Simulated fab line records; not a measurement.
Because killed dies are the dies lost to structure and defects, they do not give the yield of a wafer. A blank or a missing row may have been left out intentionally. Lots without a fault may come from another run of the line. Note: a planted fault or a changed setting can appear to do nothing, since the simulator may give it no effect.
Which tool did it? -- flow n5-finfet -- Sampling: 24 lots, 72 wafers, 6 of 1938 route steps

== WHAT THE GAUGES SHOWED, per wafer ==
N5_BEOL_M11_THK_MEAS_53: measures by xrf.
lot,measured,on,M11_THK (nm)
L074,day 11 22:58,film-metro-01,133 139 144
L075,day 12 15:52,film-metro-01,138 137 140
L078,day 12 22:19,film-metro-01,141 133 146
L076,day 13 01:31,film-metro-02,135 138 139
L077,day 13 05:54,film-metro-01,139 147 147
L079,day 13 13:56,film-metro-02,134 141 137
L083,day 13 20:29,film-metro-01,128 133 136
L082,day 14 03:03,film-metro-02,137 131 131
L080,day 14 11:25,film-metro-01,140 140 141
L081,day 14 20:56,film-metro-02,135 139 141
L084,day 14 22:38,film-metro-02,141 139 138
L085,day 15 05:58,film-metro-01,132 146 140
L088,day 15 14:08,film-metro-02,137 140 139
L087,day 15 19:25,film-metro-02,138 146 131
L089,day 16 05:17,film-metro-02,138 139 137
L086,day 16 06:01,film-metro-02,140 136 142
L091,day 16 05:50,film-metro-01,141 135 140
L093,day 17 04:08,film-metro-02,138 135 138
L092,day 17 04:35,film-metro-02,138 137 136
L090,day 18 00:13,film-metro-01,132 138 139
L094,day 17 23:57,film-metro-02,138 134 131
L096,day 18 02:50,film-metro-01,142 138 143
L097,day 18 14:19,film-metro-02,132 138 141
L095,day 18 18:11,film-metro-02,137 134 138

== EACH LOT AND THE TOOL THAT RAN IT (in order: tool; ch and the chambers of the sampled wafers; start) ==
lot,N5_BEOL_M9_SURFACE_TREAT_79,N5_BEOL_M10_ETCH_41,N5_BEOL_M10_STRIP_77,N5_BEOL_M11_HM_DEP_02,N5_BEOL_M11_STRIP_19
L074,"pvd-sputter-01, day 11 06:33","rie-diel-05 ch 1,2, day 11 17:53 or earlier","rie-diel-05 ch 1,2, day 11 17:53 or earlier","pvd-sputter-03, day 11 17:53","rie-diel-03 ch 1,2, day 11 18:44"
L075,"pvd-sputter-02, day 12 01:53","rie-diel-05 ch 0,1, day 12 10:11 or earlier","rie-diel-05 ch 0,1, day 12 10:11 or earlier","pvd-sputter-01, day 12 10:11","rie-diel-03 ch 0,1,2, day 12 11:14"
L078,"pvd-sputter-01, day 12 05:17","rie-diel-04 ch 1,2, day 12 15:40 or earlier","rie-diel-04 ch 1,2, day 12 15:40 or earlier","pvd-sputter-03, day 12 15:40","rie-diel-02 ch 0,1,3, day 12 16:38"
L076,"pvd-sputter-02, day 12 08:35","rie-diel-05 ch 0,1, day 12 18:58 or earlier","rie-diel-05 ch 0,1, day 12 18:58 or earlier","pvd-sputter-03, day 12 18:58","rie-diel-06 ch 0,1,3, day 12 20:26"
L077,"pvd-sputter-01, day 12 12:33","rie-diel-05 ch 0,1,3, day 12 23:47 or earlier","rie-diel-05 ch 0,1,3, day 12 23:47 or earlier","pvd-sputter-01, day 12 23:47","rie-diel-02 ch 0,1,2, day 13 01:13"
L079,"pvd-sputter-03, day 12 19:40","rie-diel-04 ch 0,1,2, day 13 07:52 or earlier","rie-diel-04 ch 0,1,2, day 13 07:52 or earlier","pvd-sputter-03, day 13 07:52","rie-diel-03 ch 0,1,3, day 13 08:52"
L083,"pvd-sputter-03, day 13 04:42","rie-diel-04 ch 0,1,2, day 13 15:46 or earlier","rie-diel-04 ch 0,1,2, day 13 15:46 or earlier","pvd-sputter-02, day 13 15:46","rie-diel-02 ch 0,1, day 13 16:44"
L082,"pvd-sputter-03, day 13 08:28","rie-diel-01 ch 0,1,2, day 13 18:24 or earlier","rie-diel-01 ch 0,1,2, day 13 18:24 or earlier","pvd-sputter-03, day 13 18:24","rie-diel-02 ch 0,1,2, day 13 19:14"
L080,"pvd-sputter-02, day 13 15:05","rie-diel-01 ch 0,1,2, day 14 04:56 or earlier","rie-diel-01 ch 0,1,2, day 14 04:56 or earlier","pvd-sputter-01, day 14 04:56","rie-diel-02 ch 0,1,3, day 14 06:16"
L081,"pvd-sputter-01, day 14 01:52","rie-diel-05 ch 0,1,2, day 14 13:47 or earlier","rie-diel-05 ch 0,1,2, day 14 13:47 or earlier","pvd-sputter-03, day 14 13:47","rie-diel-06 ch 0,1,2, day 14 14:51"
L084,"pvd-sputter-01, day 14 06:18","rie-diel-05 ch 2,3, day 14 17:04 or earlier","rie-diel-05 ch 2,3, day 14 17:04 or earlier","pvd-sputter-03, day 14 17:04","rie-diel-02 ch 0,1, day 14 18:01"
L085,"pvd-sputter-02, day 14 10:12","rie-diel-05 ch 0,1,3, day 14 22:52 or earlier","rie-diel-05 ch 0,1,3, day 14 22:52 or earlier","pvd-sputter-02, day 14 22:52","rie-diel-02 ch 0,2,3, day 14 23:50"
L088,"pvd-sputter-02, day 14 20:52","rie-diel-01 ch 0,3, day 15 09:07 or earlier","rie-diel-01 ch 0,3, day 15 09:07 or earlier","pvd-sputter-01, day 15 09:07","rie-diel-03 ch 0,2, day 15 10:05"
L087,"pvd-sputter-01, day 15 02:40","rie-diel-05 ch 0,2,3, day 15 12:58 or earlier","rie-diel-05 ch 0,2,3, day 15 12:58 or earlier","pvd-sputter-01, day 15 12:58","rie-diel-02 ch 0,1,2, day 15 13:56"
L089,"pvd-sputter-01, day 15 07:08","rie-diel-05 ch 1,2,3, day 15 22:38 or earlier","rie-diel-05 ch 1,2,3, day 15 22:38 or earlier","pvd-sputter-03, day 15 22:38","rie-diel-03 ch 1,2,3, day 15 23:29"
L086,"pvd-sputter-01, day 15 09:59","rie-diel-04 ch 1,2,3, day 15 22:56 or earlier","rie-diel-04 ch 1,2,3, day 15 22:56 or earlier","pvd-sputter-03, day 15 22:56","rie-diel-06 ch 1,3, day 15 23:56"
L091,"pvd-sputter-01, day 15 12:55","rie-diel-04 ch 1,2,3, day 15 22:58 or earlier","rie-diel-04 ch 1,2,3, day 15 22:58 or earlier","pvd-sputter-01, day 15 22:58","rie-diel-06 ch 0,1,3, day 16 00:04"
L093,"pvd-sputter-03, day 16 03:27","rie-diel-05 ch 0,2, day 16 17:08 or earlier","rie-diel-05 ch 0,2, day 16 17:08 or earlier","pvd-sputter-03, day 16 17:08","rie-diel-06 ch 0,2, day 16 18:45"
L092,"pvd-sputter-01, day 16 05:29","rie-diel-04 ch 2,3, day 16 17:19 or earlier","rie-diel-04 ch 2,3, day 16 17:19 or earlier","pvd-sputter-02, day 16 17:19","rie-diel-06 ch 0,2, day 16 19:01"
L090,"pvd-sputter-03, day 16 11:58","rie-diel-04 ch 2,3, day 17 03:47 or earlier","rie-diel-04 ch 2,3, day 17 03:47 or earlier","pvd-sputter-01, day 17 03:47","rie-diel-06 ch 0,1,3, day 17 19:02"
L094,"pvd-sputter-01, day 17 01:29","rie-diel-01 ch 0,3, day 17 16:57 or earlier","rie-diel-01 ch 0,3, day 17 16:57 or earlier","pvd-sputter-03, day 17 16:57","rie-diel-02 ch 0,1,3, day 17 19:05"
L096,"pvd-sputter-02, day 17 04:25","rie-diel-05 ch 0,1,3, day 17 20:50 or earlier","rie-diel-05 ch 0,1,3, day 17 20:50 or earlier","pvd-sputter-03, day 17 20:50","rie-diel-02 ch 0,1,3, day 17 22:35"
L097,"pvd-sputter-03, day 17 17:21","rie-diel-01 ch 1,2,3, day 18 05:45 or earlier","rie-diel-01 ch 1,2,3, day 18 05:45 or earlier","pvd-sputter-02, day 18 05:45","rie-diel-03 ch 0,1,2, day 18 06:57"
L095,"pvd-sputter-02, day 17 22:24","rie-diel-04 ch 0,2,3, day 18 12:02 or earlier","rie-diel-04 ch 0,2,3, day 18 12:02 or earlier","pvd-sputter-03, day 18 12:02","rie-diel-03 ch 1,2,3, day 18 12:53"
- N5_BEOL_M9_SURFACE_TREAT_79
- N5_BEOL_M10_ETCH_41: etches SiCN in CH3F/O2, target depth 42.6 nm, time 86 s.
- N5_BEOL_M10_STRIP_77: strips in N2/H2, time 10 s.
- N5_BEOL_M11_HM_DEP_02: deposits TiN, target thk 20 nm.
- N5_BEOL_M11_STRIP_19: strips in O2.

== WHAT THE TOOLS THEMSELVES READ (means of the sampled wafers that have a number; where no wafer has one, the mark that the record gives instead) ==
N5_BEOL_M10_ETCH_41.
lot,tool,drypump-motor-current-A (A),oes-product-au (a.u.),rf-fwd-power-W (W),rf-vpp-V (V),showerhead-plenum-p-Torr (Torr),throttle-valve-pct (%)
L074,rie-diel-05,5.5,0.71,392.0,298.1,2.04,16.59
L075,rie-diel-05,5.8,0.74,390.5,296.0,1.95,16.51
L078,rie-diel-04,5.8,0.80,390.2,296.7,2.00,16.62
L076,rie-diel-05,5.4,0.72,392.6,296.4,1.92,16.39
L077,rie-diel-05,5.6,0.81,390.7,297.3,2.01,16.28
L079,rie-diel-04,5.8,0.76,392.9,297.3,1.98,16.43
L083,rie-diel-04,5.8,0.76,391.0,296.4,1.98,16.44
L082,rie-diel-01,5.7,0.78,392.4,297.3,2.05,16.34
L080,rie-diel-01,5.7,0.78,391.8,297.7,2.04,16.35
L081,rie-diel-05,5.6,0.79,392.0,296.9,1.98,16.37
L084,rie-diel-05,5.4,0.93,392.7,298.6,2.09,16.11
L085,rie-diel-05,5.6,0.79,391.3,298.0,2.01,16.29
L088,rie-diel-01,5.8,0.83,391.1,296.1,2.00,16.28
L087,rie-diel-05,5.3,0.84,393.9,297.3,2.03,16.16
L089,rie-diel-05,5.6,0.85,390.9,298.4,2.06,16.28
L086,rie-diel-04,5.8,0.75,391.9,296.5,1.95,16.60
L091,rie-diel-04,5.7,0.74,392.3,296.0,1.95,16.61
L093,rie-diel-05,5.2,0.91,392.8,298.9,2.08,16.12
L092,rie-diel-04,5.6,0.78,391.9,298.0,1.99,16.61
L090,rie-diel-04,5.6,0.78,390.6,296.9,1.98,16.60
L094,rie-diel-01,5.8,0.82,392.2,297.5,1.99,16.31
L096,rie-diel-05,5.6,0.85,391.5,299.5,2.08,16.18
L097,rie-diel-01,5.3,0.79,390.9,297.8,1.98,16.34
L095,rie-diel-04,5.6,0.74,391.8,297.2,1.97,16.42

N5_BEOL_M10_STRIP_77.
lot,tool,bias-power-w (W),drypump-motor-current-A (A),n2-flow-sccm (sccm),oes-product-au (a.u.),rf-vpp-V (V),showerhead-plenum-p-Torr (Torr),throttle-valve-pct (%)
L074,rie-diel-05,6.996,5.6,199.5,0.71,59.7,2.54,23.4
L075,rie-diel-05,7.015,5.8,199.7,0.74,59.3,2.47,23.9
L078,rie-diel-04,7.012,5.8,200.4,0.80,58.8,2.52,23.7
L076,rie-diel-05,6.994,5.5,199.4,0.72,59.2,2.44,23.8
L077,rie-diel-05,7.011,5.6,199.9,0.82,59.6,2.53,23.5
L079,rie-diel-04,6.996,5.8,200.2,0.77,58.8,2.51,23.6
L083,rie-diel-04,6.996,5.8,199.9,0.77,58.9,2.51,23.6
L082,rie-diel-01,7.011,5.7,199.8,0.79,59.4,2.59,23.7
L080,rie-diel-01,6.987,5.7,200.1,0.78,59.3,2.59,23.7
L081,rie-diel-05,7.009,5.5,199.8,0.80,59.6,2.48,23.6
L084,rie-diel-05,7.024,5.3,200.5,0.93,60.1,2.59,22.9
L085,rie-diel-05,7.013,5.6,200.3,0.79,59.6,2.52,23.5
L088,rie-diel-01,7.004,5.9,199.8,0.83,58.9,2.51,23.4
L087,rie-diel-05,7.017,5.3,200.3,0.85,59.4,2.54,23.2
L089,rie-diel-05,6.999,5.6,200.2,0.85,59.7,2.57,23.2
L086,rie-diel-04,7.004,5.7,200.4,0.74,58.9,2.45,23.7
L091,rie-diel-04,6.988,5.7,199.8,0.74,59.7,2.45,23.7
L093,rie-diel-05,7.003,5.2,200.2,0.91,59.6,2.61,23.2
L092,rie-diel-04,7.038,5.6,200.1,0.77,58.9,2.50,23.6
L090,rie-diel-04,7.007,5.6,199.8,0.77,59.4,2.50,23.6
L094,rie-diel-01,6.998,5.9,199.8,0.82,59.1,2.50,23.4
L096,rie-diel-05,7.002,5.6,200.1,0.85,60.4,2.62,23.4
L097,rie-diel-01,7.004,5.3,200.7,0.79,59.1,2.51,23.7
L095,rie-diel-04,6.986,5.6,200.3,0.74,58.8,2.49,23.6

N5_BEOL_M11_HM_DEP_02.
lot,tool,throttle-valve-pct (%)
L074,pvd-sputter-03,29.2
L075,pvd-sputter-01,29.3
L078,pvd-sputter-03,29.5
L076,pvd-sputter-03,30.0
L077,pvd-sputter-01,29.3
L079,pvd-sputter-03,29.2
L083,pvd-sputter-02,29.4
L082,pvd-sputter-03,30.0
L080,pvd-sputter-01,29.3
L081,pvd-sputter-03,29.7
L084,pvd-sputter-03,30.4
L085,pvd-sputter-02,29.4
L088,pvd-sputter-01,29.6
L087,pvd-sputter-01,30.1
L089,pvd-sputter-03,29.1
L086,pvd-sputter-03,29.7
L091,pvd-sputter-01,29.9
L093,pvd-sputter-03,30.7
L092,pvd-sputter-02,29.4
L090,pvd-sputter-01,30.2
L094,pvd-sputter-03,28.8
L096,pvd-sputter-03,29.1
L097,pvd-sputter-02,30.1
L095,pvd-sputter-03,30.5

N5_BEOL_M11_STRIP_19.
lot,tool,drypump-motor-current-A (A),oes-product-au (a.u.),rf-vpp-V (V),showerhead-plenum-p-Torr (Torr),throttle-valve-pct (%)
L074,rie-diel-03,6.1,0.73,3.9,2.14,16.93
L075,rie-diel-03,6.0,0.75,3.9,2.14,16.83
L078,rie-diel-02,5.5,0.77,3.5,2.06,16.59
L076,rie-diel-06,5.6,0.79,4.0,2.08,16.67
L077,rie-diel-02,5.5,0.77,3.4,2.10,16.61
L079,rie-diel-03,5.8,0.76,3.3,2.14,16.85
L083,rie-diel-02,5.4,0.81,4.2,2.14,16.49
L082,rie-diel-02,5.5,0.76,3.6,2.10,16.62
L080,rie-diel-02,5.5,0.77,3.6,2.05,16.62
L081,rie-diel-06,5.6,0.81,4.5,2.04,16.69
L084,rie-diel-02,5.4,0.80,3.4,2.13,16.51
L085,rie-diel-02,5.6,0.72,3.5,2.01,16.75
L088,rie-diel-03,5.6,0.87,3.8,2.16,16.56
L087,rie-diel-02,5.5,0.76,3.4,2.09,16.65
L089,rie-diel-03,5.6,0.77,3.9,2.14,16.83
L086,rie-diel-06,5.5,0.76,3.7,2.08,16.77
L091,rie-diel-06,5.6,0.77,3.7,2.07,16.71
L093,rie-diel-06,5.7,0.79,3.3,1.99,16.78
L092,rie-diel-06,5.6,0.81,3.9,2.03,16.66
L090,rie-diel-06,5.6,0.85,3.4,2.06,16.60
L094,rie-diel-02,5.5,0.82,4.1,2.13,16.51
L096,rie-diel-02,5.5,0.82,3.8,2.13,16.51
L097,rie-diel-03,6.0,0.80,3.5,2.13,16.72
L095,rie-diel-03,5.6,0.76,3.2,2.14,16.85

== THE ANSWER, worked out from the rows above alone ==
Rule: what is usual is taken from the lots themselves. The widest of any qualifying gaps counts: lots, ordered by their means at a reading, are off when they make up no more than a third of the lots, leave a main group of 4 or more, and stand apart from it by 3 or more times the standard deviation of that group's means. The tables above print the reading to a certain number of digits; a main group whose means all agree to those digits is not used. A lot without any number at a reading at which 4 lots or more have one is off too. All remaining lots with rows at the step are treated as sound. First the gauges in route order, then the tools' own readings, where a lot's mean is used as printed above. The first step at which some lot is off is used, and at that step the reading that is off furthest; a lot without a number counts as furthest.
Nothing can be told from this: no lot is off at any reading shown.

== WHAT HAD BEEN PUT IN BY THE SIMULATOR ==
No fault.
